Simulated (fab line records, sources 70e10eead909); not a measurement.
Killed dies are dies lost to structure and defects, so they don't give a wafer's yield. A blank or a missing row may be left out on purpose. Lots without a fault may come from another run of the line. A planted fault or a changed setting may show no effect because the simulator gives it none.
Problem report in the 8D (eight disciplines) form, filled by code | flow nand_harc | the parts of the form that need people (team, actions taken, sign-off) are left out

1. THE PROBLEM
thk_nm at NHARC_A_ONON_D1_THK_MEAS_24 reads a mean of 689 nm on 3 wafers of 2 lots; wafers without a fault read 997 nm with a standard deviation of 10. That is -31 standard deviations from the usual mean.
The step: measures by ellipsometry.
First seen on wafer L558.5, day 15 12:36, on film_metro-02. The record holds 39 wafers of 13 lots with a number at this step. Rule for "out", or "out of limits": more than 4 standard deviations from the usual mean. The other wafers with a number count as sound.

2. WHAT IT IS AND WHAT IT IS NOT
question                    | is                     | is not
which readings at this step | thk_nm                 | -
which lots                  | L558, L559             | L541, L542, L543, L544, L546, L548, L550, L551, L560, L562, L564
which wafers of those lots  | L558.5, L559.3, L559.6 | L558.2, L558.4, L559.1
read on which gauges        | film_metro-02          | film_metro-01
when                        | from day 15 12:36      | up to then (26 sound wafers); but 10 sound wafers of L559, L560, L562, L564 came after

3. SUSPECTS, AND WHAT RULES EACH OUT
Counting: a tool at a process step up to the reading stays a suspect if it ran every lot that is out. Sound lots after the first of them don't rule it out here, since some wafers of a struck lot are sound.
- the gauge at NHARC_A_ONON_D1_THK_MEAS_24: ruled out. All the wafers that are out were read on film_metro-02, but those of them that NHARC_END_SORT_01 has rows for are out there too, on other tools.
- rie_si-03 at NHARC_A_ZERO_WELL_ETCH_13 (etches the open film in HBr/Cl2, target depth 120 nm, time 40.1 s): kept. It ran every lot that is out, first L558 (day 14 00:22); its last sound lot up to then is L551 (day 10 18:59).
- pecvd_onon-02 at NHARC_A_ONON_D1_DEP_22 (target thk 1000 nm): kept. It ran every lot that is out, first L558 (day 15 12:09); its last sound lot up to then is L548 (day 11 12:08).
Left after counting: rie_si-03 at NHARC_A_ZERO_WELL_ETCH_13, pecvd_onon-02 at NHARC_A_ONON_D1_DEP_22.

4. THE CAUSE (what the simulator had put in)
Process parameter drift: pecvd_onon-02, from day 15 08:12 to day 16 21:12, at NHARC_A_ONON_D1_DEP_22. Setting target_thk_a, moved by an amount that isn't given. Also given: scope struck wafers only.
Counting left 2 suspects, and this tool is among them.

5. THE CHAIN OF EFFECTS, in route order
Each row: a reading whose mean over the struck wafers that have a number lies more than 3 standard deviations from the usual. Only readings for which the record gives a usual standard deviation are gone through. hours: the time from each lot's start at the first step in this table that gives one to its start at this step, as a median over the lots. sigmas: the change in usual standard deviations.
hours | step                        | reading         | usual  | on struck wafers | change | sigmas
0     | NHARC_A_ONON_D1_THK_MEAS_24 | thk_nm          | 997 nm | 689              | -308   | -31
395   | NHARC_END_SORT_01           | killed_at_array | 53     | 675              | +622   | +30
395   | NHARC_END_SORT_01           | killed_dies     | 58     | 677              | +619   | +29

6. WHAT WOULD HAVE CAUGHT IT SOONER
In this record the first reading out of limits at a measuring or inspecting step was taken at day 15 12:36, 4 hours after the fault began at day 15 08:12.
Of the lots that are out (2), L559 began NHARC_A_ONON_D1_DEP_22 on pecvd_onon-02 after day 15 12:36. A hold on the tool at that time would have spared it.
